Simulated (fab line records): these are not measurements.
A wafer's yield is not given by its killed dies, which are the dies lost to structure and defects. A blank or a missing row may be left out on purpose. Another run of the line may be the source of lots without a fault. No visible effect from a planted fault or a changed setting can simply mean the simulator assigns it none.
fab line records	flow nand_harc
record: lots: 12	wafers: 36	last_day: 24
route steps=1159 shown A_M0@1016 THIN_TSV@1124 END@1159
lots that met no fault: from a run of the same line without faults
start_h: the number of hours between the record's first day and the start of the first shown wafer of the lot	wait_h: hours from the lot's prior step to this one	" unchanged from the row above	L1.1+2: one row covering several wafers at once	- no value, or no start given	* or withheld: withheld	< > ~ a bound
route shown NAME@n: a module of which the file shows steps, and the number in the route of the first	usual: average and standard deviation across the fault-free wafers	same: alike in all rows	chamber/n: place in a boat	sites: per-site readings	_std_site: standard deviation across them	_edge_site: the outer-site mean with the inner-site mean subtracted	radius_mm: for every site, how far away it sits from the centre of the wafer	mask NAME#n: copy n	behind: the most recent tool/chamber to have shaped the wafer	hold: cause of the lot's hold/its duration in hours/its outcome	device: which transistor (n, p or np) failed to switch	end of line: the same wafers' tests at the end of the route	a step without rows: its recipe alone	killed: dies that structure and defects cost at the first sort, which is not the same as the wafer's yield	map: dies across one wafer; x = killed, . = not, _ = none there
set.NAME: setting as actually run; set.NAME@STEP: the setting as run at that earlier step	model.NAME: the simulator's own value behind a step, which no gauge read
route steps across a sampled set of lots; one table per step, one row per wafer
services: from which hour (start_h, from the record's first day; less than 0 if before it) a tool's chamber was out of use, for how many hours, and why
== steps ==
step: NHARC_A_M0_PVD_21
recipe: target_thk_a: 300	chamber_pressure_pa: 5	power_w: 5000	substrate_temp_c: 30	time_s: 20.49	material: Cu
usual: throttle_valve_pct: 30.5/1.1
lot.wafer	tool	chamber	start_h	wait_h	throttle_valve_pct
L379.2	pvd_sputter-03	-	401.84	-	30.5
L379.3	"	-	"	"	28.5
L379.5	"	-	"	"	28.7
L382.1	pvd_sputter-03	-	406.96	-	28.9
L382.4	"	-	"	"	30.8
L382.6	"	-	"	"	30.5
L381.4	pvd_sputter-02	-	407.50	-	30.6
L381.5	"	-	"	"	28.2
L381.6	"	-	"	"	29.5
L383.3	pvd_sputter-01	-	418.98	-	30.0
L383.2	"	-	"	"	29.6
L383.6	"	-	"	"	30.1
L384.1	pvd_sputter-03	-	426.62	-	28.9
L384.3	"	-	"	"	30.4
L384.6	"	-	"	"	30.4
L387.3	pvd_sputter-02	-	437.74	-	27.9
L387.6	"	-	"	"	29.5
L387.5	"	-	"	"	30.9
L391.2	pvd_sputter-01	-	464.16	-	30.2
L391.4	"	-	"	"	29.5
L391.1	"	-	"	"	31.9
L393.4	pvd_sputter-03	-	475.17	-	30.5
L393.2	"	-	"	"	32.2
L393.3	"	-	"	"	29.5
L398.1	pvd_sputter-02	-	508.22	-	30.8
L398.4	"	-	"	"	29.4
L398.6	"	-	"	"	31.1
L397.2	pvd_sputter-03	-	508.69	-	29.6
L397.1	"	-	"	"	30.5
L397.5	"	-	"	"	31.7
L399.4	pvd_sputter-03	-	514.85	-	32.0
L399.2	"	-	"	"	29.7
L399.3	"	-	"	"	30.7
L402.3	pvd_sputter-01	-	533.58	-	30.1
L402.6	"	-	"	"	32.0
L402.5	"	-	"	"	30.0
step: NHARC_THIN_TSV_DEP_47
recipe: target_thk_a: 2000	temp_c: withheld	pressure_torr: 6.5	rf_w: 900	teos_flow_sccm: 161.4	flow_sccm: 2650	target_thk_nm: 200	gas: O2	material: SiO2
usual: throttle_valve_pct: 15.6/0.58
lot.wafer	tool	chamber	start_h	wait_h	since_wet_clean_h	throttle_valve_pct
L379.3	pecvd-02	2	430.77	-	83	17.0
L379.2	"	0	"	"	84	15.5
L379.5	"	1	"	"	-	15.2
L381.4	pecvd-04	0	433.45	-	-	16.0
L381.6	"	1	"	"	-	16.1
L381.5	"	2	"	"	-	15.5
L382.1	pecvd-02	0	434.43	-	87	15.1
L382.6	"	0	"	"	-	15.5
L382.4	"	2	"	"	-	16.6
L383.2	pecvd-01	2	446.90	-	16	14.9
L383.3	"	0	"	"	16	15.2
L383.6	"	2	"	"	-	14.8
L384.3	pecvd-01	1	451.41	-	20	15.2
L384.1	"	2	"	"	20	15.0
L384.6	"	2	"	"	-	14.8
L387.3	pecvd-04	0	463.17	-	74	16.4
L387.6	"	1	"	"	-	16.0
L387.5	"	2	"	"	-	15.5
L391.1	pecvd-04	0	489.81	-	101	16.6
L391.2	"	1	"	"	101	16.0
L391.4	"	2	"	"	-	15.6
L393.2	pecvd-01	2	499.75	-	69	14.7
L393.3	"	1	"	"	69	15.3
L393.4	"	1	"	"	-	15.3
L398.1	pecvd-04	0	536.61	-	148	16.5
L398.4	"	1	"	"	-	15.9
L398.6	"	2	"	"	-	15.5
L397.1	pecvd-02	2	537.71	-	9	16.0
L397.5	"	0	"	"	-	15.0
L399.3	pecvd-04	1	543.15	-	154	16.1
L399.4	"	1	"	"	-	16.3
L402.3	pecvd-01	0	559.69	-	129	15.4
L402.6	"	1	"	"	-	15.3
L402.5	"	2	"	"	-	15.1
step: NHARC_THIN_TSV_ETCH_59
recipe: target_depth_a: 8800	icp_w: 900	bias_w: 100	Cl2_flow_sccm: 60	bcl3_flow_sccm: 30	time_s: 138.1	chemistry: Cl2/BCl3
usual: drypump_motor_current_A: 5.7/0.46	oes_product_au: 1.000/0.01	throttle_valve_pct: 22.264/0.0078
lot.wafer	tool	chamber	start_h	wait_h	drypump_motor_current_A	oes_product_au	rf_hours_counter_h	throttle_valve_pct
L379.2	rie_metal-01	0	435.14	0.1	5.8	0.995	2.6	22.264
L379.3	"	1	"	"	6.4	0.990	-	22.267
L379.5	"	0	"	"	5.8	0.995	-	22.255
L381.4	rie_metal-03	0	437.66	0.2	5.2	1.011	-	22.270
L381.6	"	1	"	"	6.1	1.000	-	22.268
L381.5	"	0	"	"	5.2	1.020	-	22.248
L382.1	rie_metal-03	1	438.79	0.1	6.1	1.000	5.1	22.251
L382.4	"	0	"	"	5.2	1.007	-	22.258
L382.6	"	0	"	"	5.2	0.998	-	22.262
L383.2	rie_metal-02	1	451.19	0.2	5.2	0.991	1.4	22.266
L383.3	"	0	"	"	5.4	1.008	-	22.274
L383.6	"	0	"	"	5.4	1.005	-	22.259
L384.1	rie_metal-01	0	455.73	0.1	5.9	1.000	3.6	22.267
L384.3	"	1	"	"	6.4	0.996	-	22.261
L384.6	"	1	"	"	6.4	0.994	-	22.257
L387.3	rie_metal-03	0	467.64	0.2	5.2	1.006	-	22.268
L387.5	"	0	"	"	5.2	1.007	-	22.272
L387.6	"	1	"	"	6.0	0.993	-	22.251
L391.2	rie_metal-01	1	494.14	0.1	6.4	0.989	4.8	22.245
L391.1	"	0	"	"	5.9	0.999	4.8	22.268
L391.4	"	1	"	"	6.4	0.998	-	22.263
L393.2	rie_metal-01	1	504.11	0.1	6.4	0.991	5.2	22.262
L393.4	"	1	"	"	6.4	0.997	-	22.251
L393.3	"	0	"	"	5.9	0.993	-	22.251
L398.1	rie_metal-01	0	540.93	0.2	5.9	1.019	0.6	22.268
L398.4	"	0	"	"	5.9	1.006	-	22.258
L398.6	"	1	"	"	6.4	0.982	-	22.268
L397.1	rie_metal-02	1	542.26	0.1	5.2	0.985	5.0	22.260
L397.5	"	1	"	"	5.2	0.982	-	22.265
L399.3	rie_metal-01	1	548.01	0.2	6.4	0.987	-	22.268
L399.4	"	0	"	"	5.9	0.995	-	22.270
L402.3	rie_metal-03	1	564.11	0.2	6.1	1.008	-	22.266
L402.6	"	0	"	"	5.2	1.002	-	22.259
L402.5	"	1	"	"	6.1	1.010	-	22.258
step: NHARC_THIN_TSV_STRIP_56
recipe: power_w: 1500	temp_c: 250	chemistry: O2
usual: drypump_motor_current_A: 5.57/0.18	heater_power_w: 337/7.3
lot.wafer	tool	chamber	start_h	wait_h	drypump_motor_current_A	heater_power_w	rf_hours_counter_h
L379.2	plasma_asher-01	1	435.50	0.1	5.75	329	53
L379.3	"	0	"	"	5.34	334	-
L379.5	"	0	"	"	5.40	326	-
L381.4	plasma_asher-02	0	438.05	0.2	5.43	345	-
L381.6	"	1	"	"	5.74	343	-
L381.5	"	0	"	"	5.42	341	-
L382.1	plasma_asher-01	0	439.15	0.1	5.36	327	54
L382.4	"	1	"	"	5.78	327	-
L382.6	"	0	"	"	5.34	335	-
L383.2	plasma_asher-01	1	451.55	0.1	5.80	315	59
L383.3	"	1	"	"	5.77	325	-
L383.6	"	0	"	"	5.37	338	-
L384.1	plasma_asher-02	0	456.05	0.1	5.42	338	31
L384.3	"	0	"	"	5.42	343	-
L384.6	"	1	"	"	5.71	335	-
L387.3	plasma_asher-02	1	468.14	0.3	5.75	350	-
L387.6	"	1	"	"	5.74	340	-
L387.5	"	0	"	"	5.43	333	-
L391.2	plasma_asher-01	0	494.50	0.1	5.39	339	12
L391.1	"	1	"	"	5.77	331	12
L391.4	"	1	"	"	5.75	331	-
L393.2	plasma_asher-01	1	504.47	0.1	5.78	325	15
L393.3	"	1	"	"	5.76	330	-
L393.4	"	0	"	"	5.38	338	-
L398.1	plasma_asher-01	1	541.33	0.2	5.79	334	28
L398.4	"	0	"	"	5.37	335	-
L398.6	"	0	"	"	5.37	342	-
L397.1	plasma_asher-01	1	542.95	0.5	5.75	345	29
L397.5	"	0	"	"	5.40	346	-
L399.4	plasma_asher-02	0	548.40	0.2	5.43	338	-
L399.3	"	1	"	"	5.74	336	-
L402.3	plasma_asher-02	0	564.45	0.2	5.42	334	-
L402.5	"	0	"	"	5.45	332	-
L402.6	"	1	"	"	5.75	330	-
step: NHARC_END_SORT_01
recipe: temp_c: 25
usual: defect_limited_yield: 95.3/1.6	killed_at_array: 27/12	killed_at_other: 0.8/1	killed_at_periphery: 4.0/2.5	killed_dies: 32/11	killed_open: 3.3/1.8	killed_short: 2.0/1.5	sort_bin_2_pct: 1.5/0.59	sort_bin_3_pct: 0.27/0.22	sort_bin_4_pct: 3.0/1.1	sort_n_pass: 645/11	sort_rim_yield_pct: 95.6/2.7	sort_yield_pct: 95.3/1.6
same: gross_dies: 677	sort_bin_5_pct[%]: 0	sort_bin_6_pct[%]: 0	sort_bin_7_pct[%]: 0	sort_bin_8_pct[%]: 0	sort_rim_n_gross: 106.00
lot.wafer	tool	chamber	start_h	wait_h	hold	defect_limited_yield[%]	killed_at_array	killed_at_other	killed_at_periphery	killed_dies	killed_open	killed_short	sort_bin_2_pct[%]	sort_bin_3_pct[%]	sort_bin_4_pct[%]	sort_n_pass	sort_rim_yield_pct[%]	sort_yield_pct[%]
L379.2	prober-02	0	444.54	2.8	-	95.4	24	0	7	31	4	2	1.0	0.44	3.1	646	98.1	95.4
L379.3	prober-02	0	445.34	3.1	-	96.9	18	0	3	21	1	2	1.3	0.15	1.6	656	93.4	96.9
L379.5	prober-02	0	446.95	3.7	-	97.2	14	0	5	19	2	3	0.9	0.15	1.8	658	96.2	97.2
L381.4	prober-02	0	454.03	3.5	-	96.9	19	1	1	21	7	1	0.9	0	2.2	656	97.2	96.9
L381.5	prober-02	0	454.85	3.8	-	96.8	14	0	8	22	5	1	1.5	0.30	1.5	655	98.1	96.8
L381.6	prober-02	0	455.66	4.1	-	95.1	31	0	2	33	5	1	1.8	0.30	2.8	644	98.1	95.1
L382.1	prober-01	0	456.75	2.5	-	94.8	30	0	5	35	3	2	1.6	0.44	3.1	642	95.3	94.8
L382.4	prober-01	0	459.10	3.4	-	94.4	32	0	6	38	4	3	2.1	0.15	3.4	639	95.3	94.4
L382.6	prober-01	0	460.66	3.9	-	94.7	30	0	6	36	5	2	1.5	0.30	3.5	641	96.2	94.7
L383.2	prober-01	0	465.20	2.8	-	97.0	15	1	4	20	7	3	0.9	0.15	1.9	657	100.0	97.0
L383.3	prober-01	0	465.99	3.1	-	97.5	14	0	3	17	4	2	1.0	0.30	1.2	660	98.1	97.5
L383.6	prober-01	0	468.36	4.0	-	97.0	17	0	3	20	5	3	1.0	0	1.9	657	97.2	97.0
L384.1	prober-02	0	467.31	2.5	-	93.5	38	0	6	44	3	5	1.5	0.74	4.3	633	94.3	93.5
L384.3	prober-02	0	468.90	3.1	-	92.8	44	1	4	49	5	4	1.9	0.44	4.9	628	88.7	92.8
L384.6	prober-02	0	471.29	4.0	-	94.5	34	0	3	37	3	1	1.2	0.59	3.7	640	98.1	94.5
L387.3	prober-02	0	477.94	3.1	-	95.9	21	3	4	28	5	1	1.3	0.30	2.5	649	97.2	95.9
L387.5	prober-02	0	479.56	3.7	-	95.9	19	2	7	28	2	0	1.8	0.15	2.2	649	98.1	95.9
L387.6	prober-02	0	480.37	4.0	-	95.4	21	0	10	31	2	2	1.5	0.15	3.0	646	93.4	95.4
L391.1	prober-02	0	504.21	2.5	-	95.1	31	0	2	33	3	2	1.5	0.59	2.8	644	88.7	95.1
L391.2	prober-02	0	505.00	2.8	-	92.3	46	2	4	52	4	6	1.8	0.30	5.6	625	94.3	92.3
L391.4	prober-02	0	506.59	3.4	-	93.6	41	0	2	43	4	0	2.4	0	4.0	634	100.0	93.6
L393.2	prober-02	0	513.64	2.9	-	93.2	40	1	5	46	4	3	2.1	0.59	4.1	631	91.5	93.2
L393.3	prober-02	0	514.45	3.2	-	92.6	46	0	4	50	4	4	2.1	0.89	4.4	627	93.4	92.6
L393.4	prober-02	0	515.26	3.5	-	94.2	32	0	7	39	1	4	1.0	0.44	4.3	638	92.5	94.2
L398.1	prober-02	0	549.71	2.5	-	95.7	23	2	4	29	4	2	1.6	0	2.7	648	97.2	95.7
L398.4	prober-02	0	552.13	3.4	-	96.3	18	2	5	25	5	2	0.9	0.44	2.4	652	97.2	96.3
L398.6	prober-02	0	553.74	4.0	-	95.3	26	3	3	32	0	7	1.2	0.30	3.2	645	94.3	95.3
L397.1	prober-01	0	551.74	2.5	await_dispo/3.9h/release	93.6	42	0	1	43	3	1	2.5	0.44	3.4	634	95.3	93.6
L397.2	prober-01	0	552.55	2.8	await_dispo/3.9h/release	0	675	0	2	677	4	2	94.8	0.30	4.9	0	0	0
L397.5	prober-01	0	554.95	3.7	await_dispo/3.9h/release	92.2	52	0	1	53	2	4	2.5	0	5.3	624	90.6	92.2
L399.2	prober-02	0	558.39	2.8	await_dispo/1.8h/release	0	674	1	2	677	1	4	93.8	0.15	6.1	0	0	0
L399.3	prober-02	0	559.18	3.1	await_dispo/1.8h/release	92.0	52	1	1	54	2	2	3.0	0.74	4.3	623	96.2	92.0
L399.4	prober-02	0	559.97	3.4	await_dispo/1.8h/release	93.8	40	1	1	42	2	0	2.1	0.74	3.4	635	92.5	93.8
L402.3	prober-02	0	574.30	3.1	-	96.3	14	2	9	25	4	0	1.0	0	2.7	652	94.3	96.3
L402.5	prober-02	0	575.92	3.7	-	95.7	20	3	6	29	2	2	1.3	0	3.0	648	99.1	95.7
L402.6	prober-02	0	576.74	4.1	-	97.0	11	2	7	20	3	0	1.5	0.15	1.3	657	96.2	97.0
killed by level:class
L379.2 A_SLIT:chamber_film_flake=13 P_CONTACT:chamber_film_flake=4 A_CHANNEL_HOLE_D1:chamber_film_flake=3 A_WL_FILL:chamber_film_flake=2 A_CONTACT:chamber_film_flake=2 P_GATE:geometric_particle:open=1 P_M0:geometric_particle:open=1 A_CHANNEL_FILL_D1:geometric_particle:short=1
L379.3 A_SLIT:chamber_film_flake=8 A_CONTACT:chamber_film_flake=4 A_STAIRCASE:chamber_film_flake=2 P_STI:geometric_particle:short=1 A_ONON_D1:geometric_particle:open=1 A_CHANNEL_FILL_D1:geometric_particle:short=1 P_CONTACT:chamber_film_flake=1 P_BONDPAD:chamber_film_flake=1
L379.5 P_BONDPAD:chamber_film_flake=3 A_SLIT:chamber_film_flake=3 A_WL_FILL:chamber_film_flake=3 A_WL_FILL:geometric_particle:open=2 A_CHANNEL_HOLE_D1:chamber_film_flake=2 A_CONTACT:chamber_film_flake=2 P_M0:geometric_particle:short=1 A_SGD_CUT:geometric_particle:short=1
L381.4 A_SLIT:chamber_film_flake=5 A_CONTACT:geometric_particle:open=4 A_CHANNEL_HOLE_D1:chamber_film_flake=4 A_CHANNEL_HOLE_D1:geometric_particle:short=1 A_WL_FILL:geometric_particle:open=1 A_M0:geometric_particle:open=1 STARTING-WAFER:geometric_particle:open=1 A_STAIRCASE:chamber_film_flake=1
L381.5 A_SLIT:chamber_film_flake=8 P_CONTACT:chamber_film_flake=3 A_CHANNEL_HOLE_D1:chamber_film_flake=2 A_STAIRCASE:chamber_film_flake=2 P_STI:geometric_particle:open=1 P_GATE:geometric_particle:short=1 P_CONTACT:geometric_particle:open=1 P_M0:geometric_particle:open=1
L381.6 A_SLIT:chamber_film_flake=13 A_M0:geometric_particle:open=3 A_CHANNEL_HOLE_D1:chamber_film_flake=3 A_STAIRCASE:chamber_film_flake=3 A_CONTACT:chamber_film_flake=3 A_M0:chamber_film_flake=2 P_STI:geometric_particle:open=1 A_SOURCE_PLATE:geometric_particle:short=1
L382.1 A_CHANNEL_HOLE_D1:chamber_film_flake=14 A_SLIT:chamber_film_flake=6 A_WL_FILL:chamber_film_flake=3 P_BONDPAD:chamber_film_flake=2 A_CONTACT:chamber_film_flake=2 A_M0:chamber_film_flake=2 P_GATE:geometric_particle:open=1 P_CONTACT:geometric_particle:open=1
L382.4 A_CHANNEL_HOLE_D1:chamber_film_flake=12 A_SLIT:chamber_film_flake=9 A_WL_FILL:geometric_particle:short=2 A_CONTACT:geometric_particle:open=2 P_CONTACT:chamber_film_flake=2 P_BONDPAD:chamber_film_flake=2 A_STAIRCASE:chamber_film_flake=2 P_M0:geometric_particle:open=1
L382.6 A_SLIT:chamber_film_flake=12 A_CHANNEL_HOLE_D1:chamber_film_flake=11 P_CONTACT:chamber_film_flake=3 P_GATE:geometric_particle:open=2 A_CHANNEL_HOLE_D1:geometric_particle:short=2 A_M0:geometric_particle:open=2 A_CHANNEL_FILL_D1:geometric_particle:open=1 P_BONDPAD:chamber_film_flake=1
L383.2 A_CONTACT:geometric_particle:open=3 P_M2:chamber_film_flake=3 A_STAIRCASE:chamber_film_flake=3 A_CHANNEL_HOLE_D1:chamber_film_flake=2 P_CONTACT:geometric_particle:open=1 A_CHANNEL_FILL_D1:geometric_particle:short=1 A_SGD_CUT:geometric_particle:open=1 A_CONTACT:geometric_particle:short=1
L383.3 A_CONTACT:chamber_film_flake=5 A_STAIRCASE:chamber_film_flake=2 P_M2:geometric_particle:open=1 A_CHANNEL_HOLE_D1:geometric_particle:open=1 A_CHANNEL_FILL_D1:geometric_particle:short=1 A_WL_FILL:geometric_particle:open=1 A_CONTACT:geometric_particle:open=1 A_M0:geometric_particle:short=1
L384.1 A_CHANNEL_HOLE_D1:chamber_film_flake=18 A_SLIT:chamber_film_flake=11 A_WL_FILL:geometric_particle:short=2 P_GATE:chamber_film_flake=2 A_M1:chamber_film_flake=2 P_CONTACT:geometric_particle:short=1 P_M0:geometric_particle:open=1 P_M1:geometric_particle:open=1
L383.6 A_CONTACT:chamber_film_flake=3 A_CHANNEL_FILL_D1:chamber_film_flake=2 A_SOURCE_PLATE:geometric_particle:open=1 A_CHANNEL_HOLE_D1:geometric_particle:open=1 A_CHANNEL_FILL_D1:geometric_particle:short=1 A_SGD_CUT:geometric_particle:short=1 A_SGD_CUT:geometric_particle:open=1 A_CONTACT:geometric_particle:short=1
L384.3 A_CHANNEL_HOLE_D1:chamber_film_flake=16 A_SLIT:chamber_film_flake=13 A_STAIRCASE:chamber_film_flake=5 A_M0:geometric_particle:open=3 A_M1:chamber_film_flake=2 P_STI:geometric_particle:open=1 P_CONTACT:geometric_particle:open=1 A_ONON_D1:geometric_particle:short=1
L384.6 A_CHANNEL_HOLE_D1:chamber_film_flake=16 A_SLIT:chamber_film_flake=8 A_STAIRCASE:chamber_film_flake=3 P_ZERO_WELL:chamber_film_flake=2 A_CONTACT:chamber_film_flake=2 P_M1:geometric_particle:short=1 A_CHANNEL_FILL_D1:geometric_particle:open=1 A_CONTACT:geometric_particle:open=1
L387.3 A_SLIT:chamber_film_flake=8 A_CHANNEL_HOLE_D1:chamber_film_flake=3 A_STAIRCASE:chamber_film_flake=3 A_CONTACT:geometric_particle:open=2 P_GATE:chamber_film_flake=2 THIN_TSV:chamber_film_flake=2 P_CONTACT:geometric_particle:open=1 A_SOURCE_PLATE:geometric_particle:open=1
L387.5 A_SLIT:chamber_film_flake=10 A_STAIRCASE:chamber_film_flake=3 A_M1:chamber_film_flake=3 P_M0:geometric_particle:open=2 P_STI:chamber_film_flake=2 P_GATE:chamber_film_flake=2 A_CHANNEL_HOLE_D1:chamber_film_flake=2 THIN_TSV:chamber_film_flake=2
L387.6 A_SLIT:chamber_film_flake=9 P_GATE:chamber_film_flake=6 A_STAIRCASE:chamber_film_flake=6 A_M0:geometric_particle:short=2 P_ZERO_WELL:chamber_film_flake=2 A_CHANNEL_HOLE_D1:chamber_film_flake=2 P_CONTACT:geometric_particle:open=1 P_M0:geometric_particle:open=1
L391.1 A_CHANNEL_HOLE_D1:chamber_film_flake=13 A_SLIT:chamber_film_flake=10 A_WL_FILL:chamber_film_flake=2 P_CONTACT:geometric_particle:short=1 P_M0:geometric_particle:open=1 A_CHANNEL_FILL_D1:geometric_particle:short=1 A_CONTACT:geometric_particle:open=1 A_M0:geometric_particle:open=1
L391.2 A_CHANNEL_HOLE_D1:chamber_film_flake=21 A_SLIT:chamber_film_flake=10 A_STAIRCASE:chamber_film_flake=4 P_CONTACT:geometric_particle:short=2 A_WL_FILL:geometric_particle:short=2 A_CONTACT:chamber_film_flake=2 P_CONTACT:geometric_particle:open=1 P_M2:geometric_particle:open=1
L391.4 A_CHANNEL_HOLE_D1:chamber_film_flake=21 A_SLIT:chamber_film_flake=14 A_STAIRCASE:chamber_film_flake=2 A_CONTACT:chamber_film_flake=2 P_GATE:geometric_particle:open=1 P_M0:geometric_particle:open=1 A_ONON_D1:geometric_particle:open=1 A_CHANNEL_FILL_D1:geometric_particle:open=1
L393.2 A_SLIT:chamber_film_flake=14 A_CHANNEL_HOLE_D1:chamber_film_flake=14 P_M0:chamber_film_flake=2 A_CHANNEL_FILL_D1:chamber_film_flake=2 A_STAIRCASE:chamber_film_flake=2 A_WL_FILL:chamber_film_flake=2 A_CONTACT:chamber_film_flake=2 P_CONTACT:geometric_particle:open=1
L393.3 A_CHANNEL_HOLE_D1:chamber_film_flake=18 A_SLIT:chamber_film_flake=9 A_CONTACT:chamber_film_flake=5 A_STAIRCASE:chamber_film_flake=4 P_M0:chamber_film_flake=2 A_WL_FILL:chamber_film_flake=2 P_STI:geometric_particle:short=1 A_ONON_D1:geometric_particle:open=1
L393.4 A_CHANNEL_HOLE_D1:chamber_film_flake=14 A_SLIT:chamber_film_flake=7 P_M0:chamber_film_flake=3 A_STAIRCASE:chamber_film_flake=3 A_WL_FILL:chamber_film_flake=3 P_GATE:geometric_particle:short=1 P_M1:geometric_particle:short=1 A_CHANNEL_FILL_D1:geometric_particle:short=1
L398.1 A_STAIRCASE:chamber_film_flake=6 A_CHANNEL_HOLE_D1:chamber_film_flake=5 A_CONTACT:chamber_film_flake=4 A_BLC:chamber_film_flake=4 A_CONTACT:geometric_particle:open=2 P_STI:chamber_film_flake=2 P_STI:geometric_particle:open=1 A_WL_FILL:geometric_particle:short=1
L397.1 A_CHANNEL_HOLE_D1:chamber_film_flake=17 A_SLIT:chamber_film_flake=14 A_CONTACT:chamber_film_flake=3 A_STAIRCASE:chamber_film_flake=2 P_GATE:geometric_particle:open=1 A_CHANNEL_FILL_D1:geometric_particle:short=1 A_CHANNEL_FILL_D1:geometric_particle:open=1 A_CONTACT:geometric_particle:open=1
L398.4 A_CONTACT:chamber_film_flake=9 P_STI:chamber_film_flake=3 P_M0:geometric_particle:open=2 A_WL_FILL:geometric_particle:short=2 A_CHANNEL_HOLE_D1:chamber_film_flake=2 THIN_TSV:chamber_film_flake=2 A_CHANNEL_FILL_D1:geometric_particle:open=1 A_BLC:geometric_particle:open=1
L397.2 A_M0:area_pvd=634 A_CHANNEL_HOLE_D1:chamber_film_flake=16 A_SLIT:chamber_film_flake=16 A_CONTACT:geometric_particle:open=2 A_STAIRCASE:chamber_film_flake=2 A_BLC:chamber_film_flake=2 P_CONTACT:geometric_particle:open=1 A_ONON_D1:geometric_particle:short=1
L398.6 A_CONTACT:chamber_film_flake=7 A_BLC:chamber_film_flake=7 A_CHANNEL_HOLE_D1:chamber_film_flake=3 THIN_TSV:chamber_film_flake=3 A_ONON_D1:geometric_particle:short=2 A_WL_FILL:geometric_particle:short=2 P_M0:chamber_film_flake=2 A_SOURCE_PLATE:geometric_particle:short=1
L397.5 A_CHANNEL_HOLE_D1:chamber_film_flake=19 A_SLIT:chamber_film_flake=14 A_CONTACT:chamber_film_flake=7 A_BLC:chamber_film_flake=3 A_CHANNEL_HOLE_D1:geometric_particle:short=2 A_STAIRCASE:chamber_film_flake=2 A_CHANNEL_HOLE_D1:geometric_particle:open=1 A_SGD_CUT:geometric_particle:open=1
L399.2 A_M0:area_pvd=621 A_CHANNEL_HOLE_D1:chamber_film_flake=19 A_SLIT:chamber_film_flake=17 A_CONTACT:chamber_film_flake=7 A_STAIRCASE:chamber_film_flake=5 A_M0:geometric_particle:short=2 P_M0:geometric_particle:open=1 A_SOURCE_PLATE:geometric_particle:short=1
L399.3 A_CHANNEL_HOLE_D1:chamber_film_flake=22 A_SLIT:chamber_film_flake=13 A_CONTACT:chamber_film_flake=8 A_STAIRCASE:chamber_film_flake=3 A_M1:chamber_film_flake=3 P_CONTACT:geometric_particle:open=1 A_ONON_D1:geometric_particle:open=1 A_ONON_D1:geometric_particle:short=1
L399.4 A_CHANNEL_HOLE_D1:chamber_film_flake=21 A_SLIT:chamber_film_flake=13 A_STAIRCASE:chamber_film_flake=3 A_CONTACT:chamber_film_flake=3 P_CONTACT:geometric_particle:open=1 STARTING-WAFER:geometric_particle:open=1
L402.3 P_M1:chamber_film_flake=6 A_CHANNEL_HOLE_D1:chamber_film_flake=5 A_CONTACT:chamber_film_flake=5 A_ONON_D1:geometric_particle:open=2 P_STI:chamber_film_flake=2 THIN_TSV:chamber_film_flake=2 P_CONTACT:geometric_particle:open=1 A_M0:geometric_particle:open=1
L402.5 A_CHANNEL_HOLE_D1:chamber_film_flake=6 A_CONTACT:chamber_film_flake=5 P_M1:chamber_film_flake=4 A_STAIRCASE:chamber_film_flake=4 THIN_TSV:chamber_film_flake=3 A_CONTACT:geometric_particle:short=2 P_STI:chamber_film_flake=2 A_M0:geometric_particle:open=1
L402.6 P_M1:chamber_film_flake=6 A_CHANNEL_HOLE_D1:chamber_film_flake=4 A_STAIRCASE:chamber_film_flake=2 THIN_TSV:chamber_film_flake=2 P_GATE:geometric_particle:open=1 A_WL_FILL:geometric_particle:open=1 A_BLC:geometric_particle:open=1 A_CHANNEL_FILL_D1:chamber_film_flake=1
== services ==
tool	chamber	start_h	hours	kind
pecvd-04	0	382.12	19.3	repair
pvd_sputter-02	-	392.05	10.0	pm
pvd_sputter-01	-	399.50	2.3	repair
pecvd-01	-	418.10	13.0	pm
plasma_asher-01	-	428.81	2.7	repair
rie_metal-03	-	453.00	9.0	pm
plasma_asher-01	-	453.46	9.0	pm
pvd_sputter-03	-	458.03	10.0	pm
pecvd-02	1	470.22	4.9	repair
rie_metal-01	-	476.48	0.7	repair
rie_metal-03	-	486.30	26.9	repair
pecvd-02	1	493.73	6.4	repair
pvd_sputter-01	-	506.87	1.2	repair
rie_metal-01	-	509.00	9.0	pm
pvd_sputter-02	-	511.08	3.1	repair
pvd_sputter-01	-	514.01	10.0	pm
pecvd-02	-	515.33	13.0	pm
pvd_sputter-02	-	525.84	12.5	repair
plasma_asher-02	-	537.09	9.0	pm
pecvd-04	-	544.11	0.5	repair
pvd_sputter-02	-	556.20	0.7	repair
pvd_sputter-03	-	556.51	3.1	repair
pecvd-04	-	557.00	13.0	pm
pecvd-02	0	558.99	12.8	repair
== key ==
first_sign: step: NHARC_END_SORT_01	reading: sort_bin_2_pct	direction: up	sigmas: 99+	usual: 1.5	struck: 94.3
effect: step: NHARC_END_SORT_01	reading: killed_dies	direction: up	sigmas: 58	usual: 32	struck: 677
more_kills_born_at: NHARC_A_M0_PVD_21@pvd_sputter-03: 1255
met_at NHARC_A_M0_PVD_21
struck_lots L397,L399
struck_wafers L397.2,L399.2
later_rows_left_out L397.2,L399.2
not_acting_at NHARC_THIN_TSV_DEP_47,NHARC_THIN_TSV_ETCH_59,NHARC_THIN_TSV_STRIP_56
onset_between 475.17 508.69
fault: kind: process_parameter_drift	tool: pvd_sputter-03	chamber: -	onset_h: 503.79	steps: NHARC_A_M0_PVD_21	channel: target_thk_a	offset: *	shape: step	end_h: 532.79	acts_in: *	stated: *	scope: struck_wafers_only
later_rows_left_out: the simulator's readings of these wafers behind a module that went badly wrong aren't trusted and aren't shown, but for the sort
